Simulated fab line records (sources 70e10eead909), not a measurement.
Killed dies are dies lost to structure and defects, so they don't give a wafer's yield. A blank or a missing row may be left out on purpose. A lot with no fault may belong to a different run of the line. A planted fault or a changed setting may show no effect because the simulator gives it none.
Comparing a struck lot with a sound one ; flow nand_harc ; 25 out of 1302 route steps
Sound: wafers L702.1, L702.2, L702.6. The struck wafers were L710.1, L710.4, L710.6. Last of all comes the cause.
Each step with rows lists, per side, the tool, then ch with its chambers, then its first start. Under that, the readings that differ: sound wafers ; struck wafers ; difference of the means ; sigmas: that difference in standard deviations of wafers without a fault.
alike: a reading whose means differ by less than 2 such deviations, as well as words and numbers matching on both sides. not compared: withheld readings; readings where some wafer has no value; bounds like >300 that might hide an equal value; numbers whose values overlap and for which the record gives no deviation.
Wherever a step has rows on one side only, a row that says differs or no value, or a row with sigmas, the two part there. When numbers do not overlap yet have no deviation, they are printed without sigmas and do not part them. A reading missing from all wafers of one side parts the sides only when that side holds two or more wafers.

first, 5 steps without rows for these wafers: NHARC_P_GATE_STRIP_15 (strips in SPM, time 780 s); NHARC_P_GATE_PRECLEAN_71 (cleans in SC1); NHARC_P_GATE_SRD_72; NHARC_P_GATE_OXIDE_16 (material SiO2, target thk 3 nm, ox time 392 s); NHARC_P_GATE_CVD_17 (deposits poly-Si, target thk 150 nm, time 900 s).
NHARC_P_GATE_HM_DEP_102: deposits aC, target thk 120 nm.
  sound on acl_dep-03 ch 0, day 7 09:33; struck on acl_dep-01 ch 0, day 10 21:51
  alike: throttle_valve_pct
NHARC_P_GATE_DEP_103: deposits SiON, target thk 30 nm.
  sound on pecvd-01 ch 0,2, day 7 10:12; struck on pecvd-01 ch 1,2, day 10 22:49
  alike: heater_power_w
then, 5 steps without rows for these wafers: NHARC_P_GATE_DEHYDRATE_18 (time 120 s); NHARC_P_GATE_HMDS_19 (time 30 s); NHARC_P_GATE_COAT_20 (resist thk 90 nm); NHARC_P_GATE_SOFTBAKE_21 (time 55 s); NHARC_P_GATE_EBR_22.
NHARC_P_GATE_EXPOSE_23: exposes mask P GATE, target cd 120 nm.
  sound on arfi_scanner-01 ch 0, day 7 10:46; struck on arfi_scanner-03 ch 0, day 10 23:22
reading;sound;struck;difference;sigmas
mask;P_GATE#0 P_GATE#0 P_GATE#0;P_GATE_R1#0 P_GATE_R1#0 P_GATE_R1#0;differs;
then, 2 steps without rows for these wafers: NHARC_P_GATE_PEB_24 (peb time 65 s); NHARC_P_GATE_DEVELOP_25 (develop time 35 s).
NHARC_P_GATE_CD_MEAS_26 targets a cd of 120 nm.
  sound on cd_sem-02 ch 0, day 7 10:54; struck on cd_sem-01 ch 0, day 10 23:30
reading;sound;struck;difference;sigmas
cd_nm (nm);119.3 119.8 120.2;111.5 111.6 112.0;-8.1;-15
NHARC_P_GATE_OVL_MEAS_27:
  sound on overlay-01 at day 7 11:00; struck on overlay-02 at day 10 23:35
  alike: overlay_x_nm, overlay_y_nm
NHARC_P_GATE_INSPECT_28:
  sound on defect_inspect-02 at day 7 11:02; struck on defect_inspect-01 at day 10 23:38
  alike: raw_defect_count
NHARC_P_GATE_DESCUM_31: chemistry O2, time 3 s.
  sound on rie_diel-08 ch 2,3, day 7 11:07; struck on rie_diel-06 ch 0,1,3, day 10 23:42
reading;sound;struck;difference;sigmas
model.P_GATE.cd_nm (nm);119.7 120.1 120.7;111.9 111.6 112.4;-8.2;
  alike: drypump_motor_current_A, oes_product_au, rf_vpp_V, showerhead_plenum_p_Torr, throttle_valve_pct
  not compared: rf_hours_counter_h
NHARC_P_GATE_ETCH_104: etches the open film in CF4/CHF3, target depth 60 nm.
  sound on rie_diel-08 ch 2,3, day 7 11:12; struck on rie_diel-06 ch 0,2,3, day 10 23:47
  alike: drypump_motor_current_A, oes_product_au, rf_vpp_V, showerhead_plenum_p_Torr, throttle_valve_pct
then, 2 steps without rows for these wafers: NHARC_P_GATE_HM_OPEN_105 (chemistry O2/COS, target depth 360 nm); NHARC_P_GATE_STRIP_106 (strips in O2/COS).
NHARC_P_GATE_ETCH_114: etches the open film in CF4/O2, target depth 30 nm, overetch 3 nm, time 16.5 s.
  sound on rie_diel-08 ch 1,2; struck on rie_diel-06 ch 1,2,3
  alike: drypump_motor_current_A, oes_f_703_au, oes_o_777_au, oes_product_au, rf_vpp_V, showerhead_plenum_p_Torr, throttle_valve_pct
  not compared: rf_hours_counter_h
NHARC_P_GATE_ETCH_32: etches the open film in HBr/Cl2, target depth 150 nm, time 100.1 s.
  sound on rie_si-01 ch 0,2,3, day 7 11:38; struck on rie_si-01 ch 0,2,3, day 11 00:10
reading;sound;struck;difference;sigmas
model.P_GATE.cd_nm (nm);123 120 123.5;111.8 111 112.5;-10.4;
  alike: drypump_motor_current_A, mfc_cl2_sccm, oes_product_au, throttle_valve_pct
  not compared: rf_hours_counter_h
NHARC_P_GATE_STRIP_108: strips in O2.
  sound on rie_diel-06 ch 0,1, day 7 11:48; struck on rie_diel-06 ch 1,2,3, day 11 00:20
  alike: drypump_motor_current_A, oes_product_au, rf_vpp_V, showerhead_plenum_p_Torr, throttle_valve_pct
  not compared: rf_hours_counter_h

WHERE THEY PART
Last at NHARC_P_GATE_CD_MEAS_26 as far as this record goes, first at NHARC_P_GATE_EXPOSE_23. Later steps at which nothing parts them and some readings are alike: NHARC_P_GATE_OVL_MEAS_27, NHARC_P_GATE_INSPECT_28, NHARC_P_GATE_DESCUM_31, NHARC_P_GATE_ETCH_104, NHARC_P_GATE_ETCH_114, NHARC_P_GATE_ETCH_32, NHARC_P_GATE_STRIP_108.

WHY: whatever the simulator had introduced
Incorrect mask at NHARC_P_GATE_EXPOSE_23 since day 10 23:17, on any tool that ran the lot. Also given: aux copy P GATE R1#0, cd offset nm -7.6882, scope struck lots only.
